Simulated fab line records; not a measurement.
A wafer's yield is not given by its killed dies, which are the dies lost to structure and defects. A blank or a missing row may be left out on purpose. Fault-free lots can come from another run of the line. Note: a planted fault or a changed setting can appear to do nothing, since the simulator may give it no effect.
Which tool did it? + flow n5-finfet + Sampling: 11 lots, 31 wafers, 5 of 1938 route steps

WHAT THE GAUGES SHOWED, per wafer
N5_MOL_CONTACT_COAG_THK_MEAS_29.
| lot  | measured     | on            | MD_CAP_THK (nm)   |
|------|--------------|---------------|-------------------|
| L164 | day 5 03:51  | film-metro-02 | 17.92 17.79 17.69 |
| L167 | day 5 20:02  | film-metro-01 | 17.63 17.69 17.83 |
| L169 | day 6 10:07  | film-metro-02 | 18.03 18.01 17.89 |
| L171 | day 6 21:43  | film-metro-01 | 17.70 17.82 17.94 |
| L172 | day 6 23:21  | film-metro-02 | 17.97 17.88 17.89 |
| L173 | day 7 07:50  | film-metro-02 | 17.85 17.93 17.77 |
| L175 | day 7 19:40  | film-metro-02 | 17.87 17.92       |
| L176 | day 8 04:25  | film-metro-02 | 17.92 18.07       |
| L185 | day 10 03:17 | film-metro-02 | 17.91 18.04 17.89 |
| L186 | day 10 16:10 | film-metro-01 | 17.85 17.99 17.84 |
| L187 | day 10 21:25 | film-metro-01 | 18.06 18.04 18.04 |

N5_MOL_CONTACT_COAG_CD_MEAS_84 targets a cd of 25.1 nm.
| lot  | measured     | on        | cd-nm (nm)        |
|------|--------------|-----------|-------------------|
| L164 | day 5 04:44  | cd-sem-01 | 25.22 24.75 25.39 |
| L167 | day 5 20:55  | cd-sem-01 | 24.33 24.91 24.62 |
| L169 | day 6 11:00  | cd-sem-03 | 24.63 24.57 24.40 |
| L171 | day 6 22:43  | cd-sem-03 | 25.03 25.45 25.03 |
| L172 | day 7 00:36  | cd-sem-02 | 24.88 25.64 25.35 |
| L173 | day 7 08:43  | cd-sem-02 | 25.03 24.70 25.29 |
| L175 | day 7 20:40  | cd-sem-01 | 24.96 24.95       |
| L176 | day 8 06:13  | cd-sem-01 | 25.21 25.06       |
| L185 | day 10 04:10 | cd-sem-03 | 25.03 25.07 24.80 |
| L186 | day 10 17:47 | cd-sem-01 | 25.59 24.99 24.97 |
| L187 | day 10 22:51 | cd-sem-01 | 25.24 25.38 25.38 |

N5_BEOL_M4_RC_MEAS_101.
| lot  | measured     | on        | DIBL_N (mV/V)  | DIBL_P (mV/V)  | IOFF_N (nA/um) | IOFF_P (nA/um) | ION_N (uA/um) | ION_P (uA/um) | SS_N (mV/dec)  | SS_P (mV/dec)  | VT_N (mV)   | VT_P (mV)            |
|------|--------------|-----------|----------------|----------------|----------------|----------------|---------------|---------------|----------------|----------------|-------------|----------------------|
| L164 | day 8 19:02  | prober-02 | 34.6 36.4 34.8 | 35.1 37.0 34.2 | 0.14 0.17 0.13 | 0.22 0.24 0.21 | 676 682 662   | 472 474 464   | 71.2 70.5 71.4 | 73.5 73.3 72.3 | 251 246 252 | -245.7 -246.0 -249.5 |
| L167 | day 9 09:10  | prober-02 | 35.9 36.7 36.4 | 36.8 37.7 37.2 | 0.15 0.17 0.16 | 0.20 0.22 0.20 | 667 664 687   | 456 459 463   | 72.2 72.4 71.9 | 73.3 73.4 73.5 | 250 252 248 | -249.2 -251.5 -251.7 |
| L169 | day 10 15:43 | prober-01 | 38.0 38.9 37.6 | 38.8 39.3 37.4 | 0.20 0.21 0.17 | 0.24 0.25 0.22 | 697 705 679   | 470 468 458   | 72.1 71.5 71.4 | 74.1 74.0 74.1 | 246 246 249 | -249.7 -250.0 -252.2 |
| L171 | day 10 01:01 | prober-02 | 35.5 34.6 39.3 | 37.0 35.8 42.0 | 0.17 0.15 0.28 | 0.27 0.24 0.38 | 689 687 708   | 478 480 488   | 71.1 71.0 72.2 | 73.5 72.2 73.6 | 246 249 238 | -243.1 -246.4 -240.6 |
| L172 | day 10 10:07 | prober-02 | 36.3 38.2      | 36.3 39.1      | 0.14 0.18      | 0.18 0.22      | 665 693       | 455 465       | 71.3 70.9      | 73.1 74.1      | 252 249     | -255.5 -252.0        |
| L173 | day 10 18:19 | prober-02 | 34.3 34.2 34.7 | 34.6 35.0 35.8 | 0.14 0.15 0.14 | 0.21 0.21 0.21 | 661 677 662   | 460 472 460   | 71.6 71.1 72.2 | 73.9 73.3 73.0 | 251 250 252 | -247.7 -246.4 -247.3 |
| L175 | day 11 08:43 | prober-02 | 35.6           | 34.6           | 0.15           | 0.21           | 664           | 460           | 70.8           | 72.6           | 251         | -247.7               |
| L185 | day 13 19:41 | prober-02 | 32.2 32.5 33.8 | 32.2 32.5 33.8 | 0.10 0.11 0.12 | 0.15 0.15 0.17 | 641 671 650   | 449 462 453   | 70.8 70.4 70.7 | 72.1 72.4 72.5 | 256 255 253 | -254.0 -252.8 -252.0 |
| L186 | day 14 04:28 | prober-01 | 36.1 36.2 36.2 | 36.8 36.5 37.3 | 0.17 0.16 0.16 | 0.23 0.23 0.25 | 682 682 683   | 469 475 467   | 71.8 71.7 71.4 | 73.2 72.9 73.1 | 248 248 249 | -249.1 -246.7 -244.5 |
| L187 | day 14 01:23 | prober-01 | 34.1 34.1 38.3 | 35.5 34.8 40.8 | 0.14 0.14 0.23 | 0.20 0.19 0.31 | 680 661 698   | 469 457 477   | 71.8 71.4 71.7 | 72.6 72.4 73.5 | 250 249 245 | -250.0 -249.1 -246.5 |

WHAT TOOL EACH LOT RAN ON (gives the tool, then ch and the chambers of the sampled wafers, and finally the start)
| lot  | N5_MOL_CONTACT_COAG_SIL_ANNEAL_21 | N5_MOL_CONTACT_COAG_ALD_123       |
|------|-----------------------------------|-----------------------------------|
| L164 | rtp-anneal-02 ch 0, day 4 21:16   | ald-sin-02 ch 2,3, day 5 03:53    |
| L167 | rtp-anneal-02 ch 0, day 5 11:58   | ald-sin-04 ch 1,2, day 5 20:05    |
| L169 | rtp-anneal-01 ch 0, day 6 02:06   | ald-sin-04 ch 0,2, day 6 10:10    |
| L171 | rtp-anneal-02 ch 0, day 6 12:25   | ald-sin-02 ch 0,1,3, day 6 21:44  |
| L172 | rtp-anneal-02 ch 0, day 6 17:17   | ald-sin-02 ch 0,1,3, day 6 23:38  |
| L173 | rtp-anneal-01 ch 0, day 7 00:23   | ald-sin-03 ch 1,2,3, day 7 07:52  |
| L175 | rtp-anneal-01 ch 0, day 7 13:21   | ald-sin-02 ch 2,3, day 7 19:43    |
| L176 | rtp-anneal-01 ch 0, day 7 19:49   | ald-sin-02 ch 1,2, day 8 05:22    |
| L185 | rtp-anneal-02 ch 0, day 9 20:18   | ald-sin-04 ch 0,3, day 10 03:20   |
| L186 | rtp-anneal-02 ch 0, day 10 08:57  | ald-sin-04 ch 0,2,3, day 10 16:49 |
| L187 | rtp-anneal-01 ch 0, day 10 13:10  | ald-sin-02 ch 2,3, day 10 21:52   |
- N5_MOL_CONTACT_COAG_SIL_ANNEAL_21: time 60 s.
- N5_MOL_CONTACT_COAG_ALD_123: deposits SiNx, target thk 5 nm, pulse time 1 s, purge time 2 s.

AS READ BY THE TOOLS THEMSELVES (means over the sampled wafers that have a number; for cases with no such wafer, the mark the record gives instead)
N5_MOL_CONTACT_COAG_SIL_ANNEAL_21.
| lot  | tool          | lamp-power-pct (%) | wafer_temp_C_max |
|------|---------------|--------------------|------------------|
| L164 | rtp-anneal-02 | 6.413              | 552.4            |
| L167 | rtp-anneal-02 | 6.416              | 551.8            |
| L169 | rtp-anneal-01 | 6.433              | 552.9            |
| L171 | rtp-anneal-02 | 6.410              | 552.4            |
| L172 | rtp-anneal-02 | 6.410              | 551.6            |
| L173 | rtp-anneal-01 | 6.434              | 554.2            |
| L175 | rtp-anneal-01 | 6.444              | 553.0            |
| L176 | rtp-anneal-01 | 6.437              | 552.5            |
| L185 | rtp-anneal-02 | 6.409              | 552.5            |
| L186 | rtp-anneal-02 | 6.407              | 552.1            |
| L187 | rtp-anneal-01 | 6.443              | 552.6            |

N5_MOL_CONTACT_COAG_ALD_123.
| lot  | tool       | heater-power-w (W) | precursor-pulse-height-rel |
|------|------------|--------------------|----------------------------|
| L164 | ald-sin-02 | 800                | 1.002                      |
| L167 | ald-sin-04 | 925                | 1.011                      |
| L169 | ald-sin-04 | 829                | 1.001                      |
| L171 | ald-sin-02 | 790                | 0.985                      |
| L172 | ald-sin-02 | 795                | 1.012                      |
| L173 | ald-sin-03 | 856                | 1.006                      |
| L175 | ald-sin-02 | 786                | 0.980                      |
| L176 | ald-sin-02 | 780                | 0.997                      |
| L185 | ald-sin-04 | 858                | 1.011                      |
| L186 | ald-sin-04 | 918                | 0.983                      |
| L187 | ald-sin-02 | 813                | 1.012                      |

THE ANSWER, worked out from the rows above alone
Rule: the lots themselves supply what counts as usual. Put in order of their means at a reading, lots are off if they are a third of the lots or fewer, leave a main group of 4 or more, and stand apart from it by a gap of 3 or more times the standard deviation of the main group's means; of several such gaps the widest counts. A main group is skipped when, at the precision printed for the reading in the tables above, its means are all equal. Also off: a lot with no number at a reading for which 4 or more lots have one. The other lots that the step has rows for count as sound. After the gauges, taken in route order, come the tools' own readings; for these a lot's mean is taken, as printed above. The first step at which some lot is off is used, and at that step the reading that is off furthest; a lot without a number counts as furthest.
No lot is off at any reading shown: from this, nothing can be told.

WHAT THE SIMULATOR HAD INSERTED
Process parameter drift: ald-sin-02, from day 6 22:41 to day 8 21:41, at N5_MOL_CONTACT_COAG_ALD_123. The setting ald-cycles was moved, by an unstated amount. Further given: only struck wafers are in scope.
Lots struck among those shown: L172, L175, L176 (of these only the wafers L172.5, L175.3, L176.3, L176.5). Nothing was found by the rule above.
